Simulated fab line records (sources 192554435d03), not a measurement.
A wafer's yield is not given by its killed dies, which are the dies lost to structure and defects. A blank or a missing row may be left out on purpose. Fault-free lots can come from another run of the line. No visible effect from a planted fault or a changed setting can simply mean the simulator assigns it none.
Code-filled problem report in 8D (eight disciplines) form / flow n5-finfet / the parts of the form that need people (team, actions taken, sign-off) are left out

1. WHAT WENT WRONG
At N5_BEOL_M6_ETCH_62, bias-w averages 137.1 W over 6 wafers from 2 lots, while fault-free wafers read 150.0 W, standard deviation 0.41. Relative to the usual mean, that is a shift of -32 standard deviations.
The step: etches SOC in N2/H2, target depth 110 nm, overetch 22 nm, time 165 s.
Seen first at day 11 23:49 on rie-diel-01, wafer L865.1. At this step, 18 wafers from 6 lots have a number in the record. By rule, "out" or "out of limits" means more than 4 standard deviations away from the usual mean. All remaining wafers that have a number are taken as sound.

2. WHAT THIS IS AND IS NOT
question=which readings at this step | is=bias-w, rf-vpp-V | is not=drypump-motor-current-A, oes-product-au, throttle-valve-pct
question=which lots | is=L865, L867 | is not=L854, L856, L868, L870
question=which wafers of those lots | is=all that have a number | is not=-
question=read on which tools | is=rie-diel-01 | is not=rie-diel-04
question=when | is=from day 11 23:49 | is not=up to then (6 sound wafers); but 6 sound wafers of L868, L870 came after

3. THE SUSPECTS, EACH WITH WHAT RULES IT OUT
Counting: a tool at any process step up to the reading remains a suspect when it ran all the lots that are out and ran no sound lot after the first of those.
- rie-diel-01 at N5_BEOL_M6_DESCUM_16 (chemistry O2, time 7.9 s): kept. Every lot that is out went through it, starting with L865 (day 11 23:44), and after that it ran no sound lot; the last sound lot it ran before then is L856 (day 9 20:06).
- rie-diel-01 at N5_BEOL_M6_ETCH_61 (etches SiARC in CF4, target depth 45.5 nm, time 75.8 s): kept. Every lot that is out went through it, starting with L865 (day 11 23:46), and after that it ran no sound lot; the last sound lot it ran before then is L856 (day 9 20:08).
- rie-diel-01 at N5_BEOL_M6_ETCH_62 (etches SOC in N2/H2, target depth 110 nm, overetch 22 nm, time 165 s): kept. Every lot that is out went through it, starting with L865 (day 11 23:49), and after that it ran no sound lot; the last sound lot it ran before then is L856 (day 9 20:11). On those wafers its own readings are out: bias-w, rf-vpp-V.
rie-diel-01 at N5_BEOL_M6_DESCUM_16, rie-diel-01 at N5_BEOL_M6_ETCH_61 and rie-diel-01 at N5_BEOL_M6_ETCH_62 are what is left after counting.

4. THE CAUSE (what the simulator had put in)
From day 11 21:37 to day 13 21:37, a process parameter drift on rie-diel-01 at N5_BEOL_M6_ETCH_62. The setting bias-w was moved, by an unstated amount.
Counting left 3 suspects, and this tool is among them.

5. THE EFFECT CHAIN, in route order
Rows list readings where the struck wafers' mean (over those with a number) sits beyond 3 standard deviations from the usual. Only readings for which the record gives a usual standard deviation are gone through. hours: the time from each lot's start at the first step in this table that gives one to its start at this step, as a median over the lots. sigmas: the change in usual standard deviations.
hours=0; step=N5_BEOL_M6_ETCH_62; reading=bias-w; usual=150.0 W; on struck wafers=137.1; change=-12.9; sigmas=-32
hours=0; step=N5_BEOL_M6_ETCH_62; reading=rf-vpp-V; usual=524.0 V; on struck wafers=494.4; change=-29.6; sigmas=-14
Here are the process steps it includes:
- N5_BEOL_M6_ETCH_62: etches SOC in N2/H2, target depth 110 nm, overetch 22 nm, time 165 s.

6. WHAT WOULD HAVE CAUGHT IT SOONER
2 hours passed between the start of the fault at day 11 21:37 and the first reading out of limits in this record, taken at day 11 23:49.
